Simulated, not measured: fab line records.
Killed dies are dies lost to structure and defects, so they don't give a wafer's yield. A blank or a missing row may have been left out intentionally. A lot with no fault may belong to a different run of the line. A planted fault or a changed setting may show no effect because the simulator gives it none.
fab line records || flow n5-finfet
record {"lots": 4, "wafers": 12, "last-day": 17}
route steps=1938 shown SD_EPI_P@319 SD_ACTIVATION@330 ILD0@335 SDB@347 BEOL_M4@1111
lots that met no fault: taken from a fault-free run of the same line
start-h: the number of hours between the record's first day and the start of the first shown wafer of the lot || wait-h: hours elapsed since this lot's preceding step || " the same as in the row above || L1.1+2: one row covering several wafers at once || - no value, or no start was given || * or withheld: withheld || < > ~ a bound
route shown NAME@n: names a module that has steps shown in the file, with the first one's number in the route || usual: average and standard deviation across the fault-free wafers || same: alike in all rows || chamber/n: place in a boat || sites: per-site readings || _std_site: the values' standard deviation || _edge_site: mean of outer sites minus mean of inner sites || radius-mm: how far each site lies from the wafer's centre || mask NAME#n: copy n || behind: the last tool/chamber to shape the wafer || hold: cause of the lot's hold/its duration in hours/its outcome || device: the n, p or np transistor that did not switch || end of line: at the end of the route, the tests of the same wafers || a step with no rows: only its recipe || killed: count of dies lost to structure and defects at first sort (not the wafer's yield) || map: per-die view of a wafer (x killed, . not killed, _ where there is no die)
set.NAME: setting as actually run; set.NAME@STEP: the setting as run at that earlier step || model.NAME: the simulator's own value behind a step, which no gauge read
a table for each step, a row for each wafer; lots at some steps of the route
services: the hour from which a tool's chamber was out of use, counted from the record's first day as start-h (under 0 if before that day), plus the number of hours and why
## steps
# step N5_SD_EPI_P_PRECLEAN_51
# recipe {"chemistry": "NF3:NH3", "afs-cycles": 1, "temp-c": 30, "time-s": 20, "sublimation-temp-c": 180, "sublimation-time-s": 60, "pressure-torr": 3, "rf-power-w": 30}
# step N5_SD_EPI_P_VAPOR_ETCH_44
# recipe {"chemistry": "NF3/Ar", "target": "SiGe30", "temp-c": 25, "time-s": 3.3, "mode": "isotropic"}
# step N5_SD_EPI_P_EPI_21
# recipe {"material": "SiGe:B", "dopant": "B", "temp-c": 550, "pressure-torr": 20, "ambient": "H2", "time-s": 355}
# step N5_SD_EPI_P_HM_STRIP_48
# recipe {"chemistry": "H3PO4", "temp-c": 160, "material": "SiNx", "target": "SiNx", "target-depth-a": 30, "overetch-fraction": 0.3}
# step N5_SD_EPI_P_SRD_49
# recipe {"dry": "ipa-marangoni", "time-s": 30, "temp-c": 23, "rinse-liquid": "diw"}
# step N5_SD_EPI_P_PRECLEAN_24
# recipe {"chemistry": "O3/DIW", "time-s": 45, "temp-c": 22, "o3-ppm": 10}
# step N5_SD_EPI_P_PRECLEAN_32
# recipe {"chemistry": "dHF", "time-s": 10, "dilution": "500:1", "temp-c": 25}
# step N5_SD_EPI_P_PRECLEAN_33
# recipe {"chemistry": "SC2", "time-s": 45, "temp-c": 35, "mix": "1:1:50"}
# step N5_SD_EPI_P_SRD_25
# recipe {"time-s": 30, "temp-c": 23, "rinse-liquid": "diw", "dry": "ipa-marangoni"}
# step N5_SD_ACTIVATION_RTA_00
# recipe {"temp-c": 975, "time-s": 0, "ambient": "N2", "idle-temp-c": 600, "ramp-up-c-per-s": 150, "ramp-down-c-per-s": 60, "cool-to-c": 600}
# step N5_SD_ACTIVATION_LSA_01
# recipe {"temp-c": 1080, "time-s": 0.0008, "ambient": "N2"}
# usual {"wafer_temp_C_max": "1083.5/0.9"}
{"lot.wafer": "L987.2", "tool": "laser-anneal-02", "chamber": 0, "start-h": 84.35, "wait-h": 0.2, "wafer_temp_C_max": 1082.6}
{"lot.wafer": "L987.3", "tool": "laser-anneal-02", "chamber": 0, "start-h": 84.35, "wait-h": 0.2, "wafer_temp_C_max": 1084.6}
{"lot.wafer": "L987.6", "tool": "laser-anneal-02", "chamber": 0, "start-h": 84.35, "wait-h": 0.2, "wafer_temp_C_max": 1083.7}
{"lot.wafer": "L992.3", "tool": "laser-anneal-02", "chamber": 0, "start-h": 116.23, "wait-h": 0.2, "wafer_temp_C_max": 1083.9}
{"lot.wafer": "L992.4", "tool": "laser-anneal-02", "chamber": 0, "start-h": 116.23, "wait-h": 0.2, "wafer_temp_C_max": 1083.8}
{"lot.wafer": "L992.6", "tool": "laser-anneal-02", "chamber": 0, "start-h": 116.23, "wait-h": 0.2, "wafer_temp_C_max": 1083.6}
{"lot.wafer": "L994.1", "tool": "laser-anneal-02", "chamber": 0, "start-h": 127.91, "wait-h": 0.2, "wafer_temp_C_max": 1083.3}
{"lot.wafer": "L994.3", "tool": "laser-anneal-02", "chamber": 0, "start-h": 127.91, "wait-h": 0.2, "wafer_temp_C_max": 1084.1}
{"lot.wafer": "L994.4", "tool": "laser-anneal-02", "chamber": 0, "start-h": 127.91, "wait-h": 0.2, "wafer_temp_C_max": 1084.5}
{"lot.wafer": "L101.2", "tool": "laser-anneal-01", "chamber": 0, "start-h": 168.26, "wait-h": 0.2, "wafer_temp_C_max": 1081.5}
{"lot.wafer": "L101.3", "tool": "laser-anneal-01", "chamber": 0, "start-h": 168.26, "wait-h": 0.2, "wafer_temp_C_max": 1083.2}
{"lot.wafer": "L101.6", "tool": "laser-anneal-01", "chamber": 0, "start-h": 168.26, "wait-h": 0.2, "wafer_temp_C_max": 1083.2}
# step N5_SD_ACTIVATION_RS_MEAS_03
# recipe {"thk-meas-gauge": "four-point-probe"}
# usual {"RS_SD_N": "21.86/0.23", "RS_SD_P": "55.8/0.89"}
{"lot.wafer": "L987.2", "tool": "film-metro-02", "chamber": "-", "start-h": 84.54, "wait-h": 0.2, "RS_SD_N[ohm/sq]": 22.03, "RS_SD_P[ohm/sq]": 55.1}
{"lot.wafer": "L987.3", "tool": "film-metro-02", "chamber": "-", "start-h": 84.54, "wait-h": 0.2, "RS_SD_N[ohm/sq]": 22.11, "RS_SD_P[ohm/sq]": 55.1}
{"lot.wafer": "L987.6", "tool": "film-metro-02", "chamber": "-", "start-h": 84.54, "wait-h": 0.2, "RS_SD_N[ohm/sq]": 22.09, "RS_SD_P[ohm/sq]": 55.5}
{"lot.wafer": "L992.3", "tool": "film-metro-01", "chamber": "-", "start-h": 116.42, "wait-h": 0.2, "RS_SD_N[ohm/sq]": 20.25, "RS_SD_P[ohm/sq]": 55.5}
{"lot.wafer": "L992.4", "tool": "film-metro-01", "chamber": "-", "start-h": 116.42, "wait-h": 0.2, "RS_SD_N[ohm/sq]": 21.77, "RS_SD_P[ohm/sq]": 57.1}
{"lot.wafer": "L992.6", "tool": "film-metro-01", "chamber": "-", "start-h": 116.42, "wait-h": 0.2, "RS_SD_N[ohm/sq]": 19.89, "RS_SD_P[ohm/sq]": 56.3}
{"lot.wafer": "L994.1", "tool": "film-metro-01", "chamber": "-", "start-h": 128.12, "wait-h": 0.2, "RS_SD_N[ohm/sq]": 21.92, "RS_SD_P[ohm/sq]": 55.8}
{"lot.wafer": "L994.3", "tool": "film-metro-01", "chamber": "-", "start-h": 128.12, "wait-h": 0.2, "RS_SD_N[ohm/sq]": 20.00, "RS_SD_P[ohm/sq]": 55.1}
{"lot.wafer": "L994.4", "tool": "film-metro-01", "chamber": "-", "start-h": 128.12, "wait-h": 0.2, "RS_SD_N[ohm/sq]": 21.73, "RS_SD_P[ohm/sq]": 55.8}
{"lot.wafer": "L101.2", "tool": "film-metro-01", "chamber": "-", "start-h": 168.46, "wait-h": 0.2, "RS_SD_N[ohm/sq]": 21.66, "RS_SD_P[ohm/sq]": 56.8}
{"lot.wafer": "L101.3", "tool": "film-metro-01", "chamber": "-", "start-h": 168.46, "wait-h": 0.2, "RS_SD_N[ohm/sq]": 22.08, "RS_SD_P[ohm/sq]": 56.4}
{"lot.wafer": "L101.6", "tool": "film-metro-01", "chamber": "-", "start-h": 168.46, "wait-h": 0.2, "RS_SD_N[ohm/sq]": 21.94, "RS_SD_P[ohm/sq]": 55.8}
# step N5_ILD0_LINER_00
# recipe {"material": "SiNx", "target-thk-a": 40, "temp-c": 400, "ald-precursor-family": "SiH2I2", "ald-co-reactant": "N2/H2-plasma", "pulse-time-s": 1, "purge-time-s": 2, "co-reactant-purge-time-s": 2, "ald-cycles": 80, "pressure-torr": 2}
# step N5_ILD0_FCVD_FILL_01
# recipe {"material": "SiO2_flowable", "target-thk-a": 2000, "temp-c": 100, "pressure-torr": 0.8, "rf-w": 2000, "time-s": 328.3}
# step N5_ILD0_CURE_02
# recipe {"temp-c": 450, "time-s": 1800, "ambient": "steam", "idle-temp-c": 400, "ramp-up-c-per-min": 5, "ramp-down-c-per-min": 3, "densification-p-h2o-torr": 640}
# step N5_ILD0_CMP_03
# recipe {"stop-on": "SiNx", "t-overpolish-s": 1.9, "post-cmp-clean": "alkaline-brush", "down-force-psi": 4.1491, "platen-rpm": 51.796, "pad-velocity-m-s": 1.0306, "target-thk-nm": 197.38}
# step N5_ILD0_CMP_07
# recipe {"stop-on": "poly-Si", "material": "SiO2_flowable", "t-overpolish-s": 1.18, "post-cmp-clean": "alkaline-brush", "down-force-psi": 4.1491, "platen-rpm": 51.796, "pad-velocity-m-s": 1.0306, "target-thk-nm": 138.88}
# step N5_ILD0_PRECLEAN_10
# recipe {"chemistry": "NF3:NH3", "afs-cycles": 5, "time-s": 20, "temp-c": 30, "sublimation-temp-c": 180, "sublimation-time-s": 60, "pressure-torr": 3, "rf-power-w": 30}
# step N5_ILD0_ALD_15
# recipe {"material": "SiNx", "target-thk-a": 240, "temp-c": 400, "ald-precursor-family": "SiH2I2", "ald-co-reactant": "N2/H2-plasma", "pulse-time-s": 1, "ald-cycles": 480, "purge-time-s": 2, "co-reactant-purge-time-s": 2, "pressure-torr": 2}
# step N5_ILD0_CMP_12
# recipe {"stop-on": "poly-Si", "material": "SiNx", "t-overpolish-s": 6, "post-cmp-clean": "alkaline-brush", "down-force-psi": 2.5, "platen-rpm": 51.8, "pad-velocity-m-s": 1.0307, "target-thk-nm": 17.67}
# step N5_SDB_HM_DEP_00
# recipe {"material": "SiNx", "target-thk-a": 400, "temp-c": 400, "precursor": "SiH4/NH3/N2", "pressure-torr": 1.5, "rf-w": 300, "time-s": 35.3}
# step N5_SDB_COAT_03
# recipe {"resist": "SOC", "temp-c": 250, "time-s": 60, "spin-rpm": 1500, "resist-thk-nm": 100}
# step N5_SDB_COAT_04
# recipe {"resist": "SiARC", "temp-c": 220, "time-s": 60, "spin-rpm": 1500, "resist-thk-nm": 18}
# step N5_SDB_COAT_05
# recipe {"resist": "CAR-ArF", "spin-rpm": 1500, "resist-thk-nm": 90}
# step N5_SDB_EBR_07
# recipe {"solvent": "PGMEA", "ebr-width-mm": 1.5}
# step N5_SDB_SOFTBAKE_06
# recipe {"temp-c": 110, "time-s": 60, "resist": "CAR-ArF"}
# step N5_SDB_EXPOSE_08
# recipe {"mask-id": "SDB", "na": 1.35, "source-shape": "conventional", "sigma-outer": 0.5, "polarization": "unpolarized", "dose-mj": 49.6}
# step N5_SDB_PEB_09
# recipe {"peb-temp-c": "withheld", "peb-time-s": 60, "resist": "CAR-ArF"}
# step N5_SDB_DEVELOP_10
# recipe {"develop-time-s": 30, "developer": "TMAH", "resist": "CAR-ArF", "rinse-liquid": "diw", "dry": "air-spin", "dev-temp-c": 23}
# step N5_SDB_DESCUM_16
# recipe {"chemistry": "O2", "time-s": 7.9, "source-power-w": 50, "bias-power-w": 20, "pressure-mtorr": 20, "rf-frequency-hz": 2.712e+07, "temp-c": 40, "resist": "CAR-ArF", "o2-flow-sccm": 225}
# step N5_SDB_ETCH_17
# recipe {"chemistry": "CF4", "target": "SiARC", "target-depth-a": 234, "mask-material": "CAR-ArF", "time-s": 39, "ion-energy-ev": 80, "pressure-mtorr": 40, "source-w": 545, "bias-w": 36, "Ar_flow_sccm": 100, "cf4-flow-sccm": 100, "ends": "cleared"}
# step N5_BEOL_M4_RC_MEAS_101
# usual {"DIBL_N": "36.3/1.2", "DIBL_P": "36.3/1.4", "IOFF_N": "0.157/0.02", "IOFF_P": "0.22/0.033", "ION_N": "675/9.6", "ION_P": "465/8.2", "RC_DENSE_N": "19.0/0.35", "RC_N": "15.47/0.28", "RS_SD_N": "28.3/0.33", "SS_N": "71.4/0.45", "SS_P": "73.3/0.54", "VT_N": "249.8/2.5", "VT_P": "-249/3.2"}
{"lot.wafer": "L987.2", "tool": "prober-01", "chamber": 0, "start-h": 209.24, "wait-h": 0.2, "DIBL_N[mV/V]": 36.1, "DIBL_P[mV/V]": 35.9, "IOFF_N[nA/um]": 0.161, "IOFF_P[nA/um]": 0.24, "ION_N[uA/um]": 685, "ION_P[uA/um]": 477, "RC_DENSE_N[ohm.um]": 18.4, "RC_N[ohm.um]": 15.10, "RS_SD_N[ohm/sq]": 28.8, "SS_N[mV/dec]": 70.8, "SS_P[mV/dec]": 73.3, "VT_N[mV]": 249.4, "VT_P[mV]": -245}
{"lot.wafer": "L987.3", "tool": "prober-01", "chamber": 0, "start-h": 209.24, "wait-h": 0.2, "DIBL_N[mV/V]": 36.7, "DIBL_P[mV/V]": 36.7, "IOFF_N[nA/um]": 0.175, "IOFF_P[nA/um]": 0.25, "ION_N[uA/um]": 681, "ION_P[uA/um]": 469, "RC_DENSE_N[ohm.um]": 18.9, "RC_N[ohm.um]": 15.32, "RS_SD_N[ohm/sq]": 28.5, "SS_N[mV/dec]": 72.3, "SS_P[mV/dec]": 73.1, "VT_N[mV]": 248.9, "VT_P[mV]": -251}
{"lot.wafer": "L987.6", "tool": "prober-01", "chamber": 0, "start-h": 209.24, "wait-h": 0.2, "DIBL_N[mV/V]": 36.7, "DIBL_P[mV/V]": 36.8, "IOFF_N[nA/um]": 0.176, "IOFF_P[nA/um]": 0.24, "ION_N[uA/um]": 685, "ION_P[uA/um]": 473, "RC_DENSE_N[ohm.um]": 18.8, "RC_N[ohm.um]": 15.44, "RS_SD_N[ohm/sq]": 28.6, "SS_N[mV/dec]": 72.0, "SS_P[mV/dec]": 73.3, "VT_N[mV]": 247.5, "VT_P[mV]": -250}
{"lot.wafer": "L992.3", "tool": "prober-01", "chamber": 0, "start-h": 232.58, "wait-h": 0.7, "DIBL_N[mV/V]": 33.5, "DIBL_P[mV/V]": 34.1, "IOFF_N[nA/um]": 0.134, "IOFF_P[nA/um]": 0.19, "ION_N[uA/um]": 670, "ION_P[uA/um]": 463, "RC_DENSE_N[ohm.um]": 18.1, "RC_N[ohm.um]": 14.64, "RS_SD_N[ohm/sq]": 26.3, "SS_N[mV/dec]": 71.3, "SS_P[mV/dec]": 72.3, "VT_N[mV]": 252.5, "VT_P[mV]": -248}
{"lot.wafer": "L992.4", "tool": "prober-01", "chamber": 0, "start-h": 232.58, "wait-h": 0.7, "DIBL_N[mV/V]": 33.6, "DIBL_P[mV/V]": 34.4, "IOFF_N[nA/um]": 0.138, "IOFF_P[nA/um]": 0.19, "ION_N[uA/um]": 651, "ION_P[uA/um]": 457, "RC_DENSE_N[ohm.um]": 19.1, "RC_N[ohm.um]": 15.78, "RS_SD_N[ohm/sq]": 28.2, "SS_N[mV/dec]": 71.0, "SS_P[mV/dec]": 72.2, "VT_N[mV]": 248.5, "VT_P[mV]": -247}
{"lot.wafer": "L992.6", "tool": "prober-01", "chamber": 0, "start-h": 232.58, "wait-h": 0.7, "DIBL_N[mV/V]": 32.8, "DIBL_P[mV/V]": 34.1, "IOFF_N[nA/um]": 0.131, "IOFF_P[nA/um]": 0.19, "ION_N[uA/um]": 673, "ION_P[uA/um]": 462, "RC_DENSE_N[ohm.um]": 18.0, "RC_N[ohm.um]": 14.83, "RS_SD_N[ohm/sq]": 26.2, "SS_N[mV/dec]": 71.5, "SS_P[mV/dec]": 73.1, "VT_N[mV]": 250.3, "VT_P[mV]": -247}
{"lot.wafer": "L994.1", "tool": "prober-01", "chamber": 0, "start-h": 263.67, "wait-h": 0.0, "DIBL_N[mV/V]": 35.4, "DIBL_P[mV/V]": 35.6, "IOFF_N[nA/um]": 0.138, "IOFF_P[nA/um]": 0.16, "ION_N[uA/um]": 668, "ION_P[uA/um]": 455, "RC_DENSE_N[ohm.um]": 19.2, "RC_N[ohm.um]": 15.86, "RS_SD_N[ohm/sq]": 28.0, "SS_N[mV/dec]": 70.9, "SS_P[mV/dec]": 73.2, "VT_N[mV]": 249.9, "VT_P[mV]": -254}
{"lot.wafer": "L994.3", "tool": "prober-01", "chamber": 0, "start-h": 263.67, "wait-h": 0.0, "DIBL_N[mV/V]": 37.0, "DIBL_P[mV/V]": 36.6, "IOFF_N[nA/um]": 0.164, "IOFF_P[nA/um]": 0.18, "ION_N[uA/um]": 680, "ION_P[uA/um]": 452, "RC_DENSE_N[ohm.um]": 17.4, "RC_N[ohm.um]": 14.05, "RS_SD_N[ohm/sq]": 26.4, "SS_N[mV/dec]": 71.4, "SS_P[mV/dec]": 73.6, "VT_N[mV]": 251.8, "VT_P[mV]": -256}
{"lot.wafer": "L994.4", "tool": "prober-01", "chamber": 0, "start-h": 263.67, "wait-h": 0.0, "DIBL_N[mV/V]": 36.8, "DIBL_P[mV/V]": 37.3, "IOFF_N[nA/um]": 0.164, "IOFF_P[nA/um]": 0.19, "ION_N[uA/um]": 667, "ION_P[uA/um]": 452, "RC_DENSE_N[ohm.um]": 19.3, "RC_N[ohm.um]": 15.89, "RS_SD_N[ohm/sq]": 27.9, "SS_N[mV/dec]": 72.4, "SS_P[mV/dec]": 72.5, "VT_N[mV]": 248.0, "VT_P[mV]": -254}
{"lot.wafer": "L101.2", "tool": "prober-01", "chamber": 0, "start-h": 299.91, "wait-h": 0.2, "DIBL_N[mV/V]": 35.5, "DIBL_P[mV/V]": 34.6, "IOFF_N[nA/um]": 0.132, "IOFF_P[nA/um]": 0.16, "ION_N[uA/um]": 658, "ION_P[uA/um]": 449, "RC_DENSE_N[ohm.um]": 19.2, "RC_N[ohm.um]": 15.78, "RS_SD_N[ohm/sq]": 28.2, "SS_N[mV/dec]": 70.8, "SS_P[mV/dec]": 73.6, "VT_N[mV]": 253.1, "VT_P[mV]": -259}
{"lot.wafer": "L101.3", "tool": "prober-01", "chamber": 0, "start-h": 299.91, "wait-h": 0.2, "DIBL_N[mV/V]": 36.5, "DIBL_P[mV/V]": 35.0, "IOFF_N[nA/um]": 0.150, "IOFF_P[nA/um]": 0.17, "ION_N[uA/um]": 660, "ION_P[uA/um]": 447, "RC_DENSE_N[ohm.um]": 19.0, "RC_N[ohm.um]": 15.42, "RS_SD_N[ohm/sq]": 28.1, "SS_N[mV/dec]": 71.7, "SS_P[mV/dec]": 73.3, "VT_N[mV]": 251.5, "VT_P[mV]": -254}
{"lot.wafer": "L101.6", "tool": "prober-01", "chamber": 0, "start-h": 299.91, "wait-h": 0.2, "DIBL_N[mV/V]": 35.5, "DIBL_P[mV/V]": 34.3, "IOFF_N[nA/um]": 0.132, "IOFF_P[nA/um]": 0.16, "ION_N[uA/um]": 661, "ION_P[uA/um]": 449, "RC_DENSE_N[ohm.um]": 19.4, "RC_N[ohm.um]": 15.73, "RS_SD_N[ohm/sq]": 28.5, "SS_N[mV/dec]": 71.6, "SS_P[mV/dec]": 74.4, "VT_N[mV]": 254.8, "VT_P[mV]": -259}
## services
{"tool": "laser-anneal-02", "chamber": "-", "start-h": 67.29, "hours": 7.7, "kind": "pm"}
{"tool": "laser-anneal-01", "chamber": "-", "start-h": 85.66, "hours": 1.9, "kind": "pm"}
{"tool": "laser-anneal-02", "chamber": "-", "start-h": 110.41, "hours": 1.5, "kind": "pm"}
## key
first-sign {"step": "N5_SD_ACTIVATION_RS_MEAS_03", "reading": "RS_SD_N", "direction": "down", "sigmas": 7.8, "usual": 21.86, "struck": 20.05}
effect {"step": "N5_BEOL_M4_RC_MEAS_101", "reading": "RS_SD_N", "direction": "down", "sigmas": 6, "usual": 28.3, "struck": 26.3}
effect {"step": "N5_BEOL_M4_RC_MEAS_101", "reading": "RC_N", "direction": "down", "sigmas": 3.4, "usual": 15.47, "struck": 14.51}
effect {"step": "N5_BEOL_M4_RC_MEAS_101", "reading": "RC_DENSE_N", "direction": "down", "sigmas": 3.2, "usual": 19.0, "struck": 17.8}
met-at N5_SD_ACTIVATION_LSA_01
struck-wafers L992.3,L992.6,L994.3
onset-between 84.35 116.23
fault {"kind": "process-parameter-drift", "tool": "laser-anneal-02", "chamber": "-", "onset-h": 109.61, "steps": "N5_SD_ACTIVATION_LSA_01", "channel": "time-s", "offset": "*", "shape": "step", "end-h": 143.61, "scope": "struck-wafers-only", "stated": "*"}
